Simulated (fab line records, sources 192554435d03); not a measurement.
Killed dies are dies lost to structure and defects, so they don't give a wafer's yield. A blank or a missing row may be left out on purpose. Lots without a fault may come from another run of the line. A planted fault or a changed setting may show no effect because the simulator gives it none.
A struck lot beside a sound one | flow n5_finfet | 21 steps out of a route of 1938
Sound: wafers L237.1, L237.3, L237.5. Struck: wafers L249.3, L249.4, L249.5. The cause comes at the end.
At each step with rows: each side's tool, then ch and its chambers, then its first start. Under that, the readings that differ: sound wafers | struck wafers | difference of the means | sigmas: that difference in standard deviations of wafers without a fault.
alike: readings whose means differ by less than 2 such deviations, and words and numbers that are the same on both sides. not compared: withheld readings, readings that some wafer has no value for, bounds like >300 that may hide the same value, and numbers for which the record gives no deviation and whose values overlap.
The two part at a step that has a row with sigmas, a row that says differs or no value, or rows on one side only. Numbers that don't overlap but have no deviation are shown without sigmas and don't part them. A reading that every wafer of one side lacks parts them only if that side has two wafers or more.

first, 10 steps without rows for these wafers: N5_FIN_SAQP_SRD_01 (time 30 s); N5_FIN_SAQP_ALD_61 (deposits SiO2, target thk 4 nm, pulse time 1 s, purge time 2 s); N5_FIN_SAQP_DENSIFY_62 (time 60 s); N5_FIN_SAQP_HM_DEP_03 (deposits SiNx from SiH4/NH3/N2, target thk 38 nm, time 33.6 s); N5_FIN_SAQP_PECVD_47 (deposits a-Si from SiH4/He, target thk 45 nm, time 36.3 s); N5_FIN_SAQP_PECVD_48 (deposits SiNx from SiH4/NH3/N2, target thk 25 nm, time 22.1 s); N5_FIN_SAQP_PECVD_06 (deposits a-Si from SiH4/He, target thk 60 nm, time 48.1 s); N5_FIN_SAQP_HM_DEP_72 (deposits SiO2 from SiH4/N2O, target thk 12 nm, time 7.2 s); N5_FIN_SAQP_COAT_49 (time 60 s, resist thk 100 nm); N5_FIN_SAQP_COAT_50 (time 60 s, resist thk 35 nm).
N5_FIN_SAQP_COAT_10: resist thk 90 nm.
  sound on litho_track-04 ch 0, day 2 21:44; struck on litho_track-04 ch 0, day 5 21:55
  reading                                       | sound                | struck               | difference | sigmas
  spin_speed_rpm (rpm)                          | 1500.8 1499.6 1500.8 | 2271.3 2270.8 2270.4 | +770.4     | +99 or more
  model.CAR-ArF_of_FIN_SAQP_COAT_10.thk_nm (nm) | 90.27 90.73 90.66    | 73.58 73.48 73.65    | -16.98     |
then, 6 steps without rows for these wafers: N5_FIN_SAQP_EBR_12; N5_FIN_SAQP_SOFTBAKE_11 (time 60 s); N5_FIN_SAQP_EXPOSE_13 (exposes mask FIN CORE, target cd 35.6 nm); N5_FIN_SAQP_PEB_14 (peb time 60 s); N5_FIN_SAQP_DEVELOP_15 (develop time 30 s); N5_FIN_SAQP_DESCUM_21 (chemistry O2, time 7.9 s).
N5_FIN_SAQP_ETCH_51: etches SiARC in CF4, target depth 45.5 nm, time 75.8 s.
  sound on rie_diel-02 ch 0,1,2, day 2 22:31; struck on rie_diel-05 ch 0,1,3, day 5 22:17
  reading                                       | sound             | struck            | difference | sigmas
  model.CAR-ArF_of_FIN_SAQP_COAT_10.thk_nm (nm) | 51.03 51.46 51.36 | 34.26 34.26 34.38 | -16.98     |
  alike: cf4_flow_sccm, drypump_motor_current_A, etch_rf_on_time_s, oes_product_au, rf_fwd_power_W, rf_vpp_V, showerhead_plenum_p_Torr, throttle_valve_pct
  not compared: rf_hours_counter_h
then, 1 step without rows for these wafers: N5_FIN_SAQP_ETCH_52 (etches SOC in N2/H2, target depth 100 nm, overetch 20 nm, time 150 s).
-- the record jumps here: 6 days lie between the struck wafers' starts before and after (it left off in module FIN_SAQP and takes up again in module BEOL_M4, whose first step shown is number 1111 of the route) --
N5_BEOL_M4_RC_MEAS_101:
  sound on prober-01 ch 0, day 9 03:01; struck on prober-01 ch 0, day 12 02:52
  alike: DIBL_N, DIBL_P, IOFF_N, IOFF_P, ION_N, ION_P, SS_N, SS_P, VT_N, VT_P
then, 1 step without rows for these wafers: N5_PASSIVATION_PROBE_49.

WHERE THEY PART
Only at N5_FIN_SAQP_COAT_10, within this record. Later steps at which nothing parts them and some readings are alike: N5_FIN_SAQP_ETCH_51, N5_BEOL_M4_RC_MEAS_101.

WHY: what the simulator had put in
Process parameter drift: litho_track-04, from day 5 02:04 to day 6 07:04, at N5_FIN_SAQP_COAT_10. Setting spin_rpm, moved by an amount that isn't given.
